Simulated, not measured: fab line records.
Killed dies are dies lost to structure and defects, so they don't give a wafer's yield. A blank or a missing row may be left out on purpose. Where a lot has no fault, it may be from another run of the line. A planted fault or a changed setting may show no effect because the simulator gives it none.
Chamber matching + flow n5-finfet + N5_DUMMY_GATE_ALD_02 on ald-sin-04 has 4 sister chambers
The step deposits SiO2, target thk 2 nm, pulse time 1 s. 8 wafers are shown with their chamber, then 7 later ones without.

== WAFERS, EACH WITH ITS CHAMBER ==
| wafer  | chamber | heater-power-outer-w (W) | heater-power-w (W) |
|--------|---------|--------------------------|--------------------|
| L317.4 | 0       | 225                      | 425                |
| L319.6 | 1       | 264                      | 494                |
| L326.2 | 2       | 254                      | 432                |
| L326.6 | 1       | 255                      | 488                |
| L327.2 | 3       | 300                      | 529                |
| L327.5 | 0       | 216                      | 418                |
| L330.1 | 2       | 250                      | 424                |
| L330.4 | 3       | 313                      | 538                |

== WAFERS WHOSE CHAMBER IS MISSING ==
| wafer  | heater-power-outer-w (W) | heater-power-w (W) |
|--------|--------------------------|--------------------|
| L330.6 | 307                      | 514                |
| L335.4 | 306                      | 523                |
| L335.5 | 251                      | 427                |
| L335.6 | 318                      | 519                |
| L337.1 | 262                      | 490                |
| L337.3 | 309                      | 530                |
| L337.4 | 255                      | 428                |

== WHICH CHAMBER EACH ONE RAN IN ==
| wafer  | from the rows above | in truth |
|--------|---------------------|----------|
| L330.6 | 3                   | 3        |
| L335.4 | 3                   | 3        |
| L335.5 | 2                   | 2        |
| L335.6 | 3                   | 3        |
| L337.1 | 1                   | 1        |
| L337.3 | 3                   | 3        |
| L337.4 | 2                   | 2        |
Correct placement for 7 of the 7. Can't be placed from these rows: 0. 0 placed wrongly.
How it was worked out, from the rows above alone: a wafer's distance from a chamber is the root of the sum, over the readings, of the square of ((its reading less the chamber's mean) divided by the reading's scatter). If the next closest chamber is less than 2 further off than the closest, the wafer can't be placed; otherwise it belongs to the closest. A chamber's mean is the mean of its shown wafers. The scatter: the root of (the sum of the squares of (reading less its chamber's mean) over the shown wafers, divided by (wafers less chambers)).
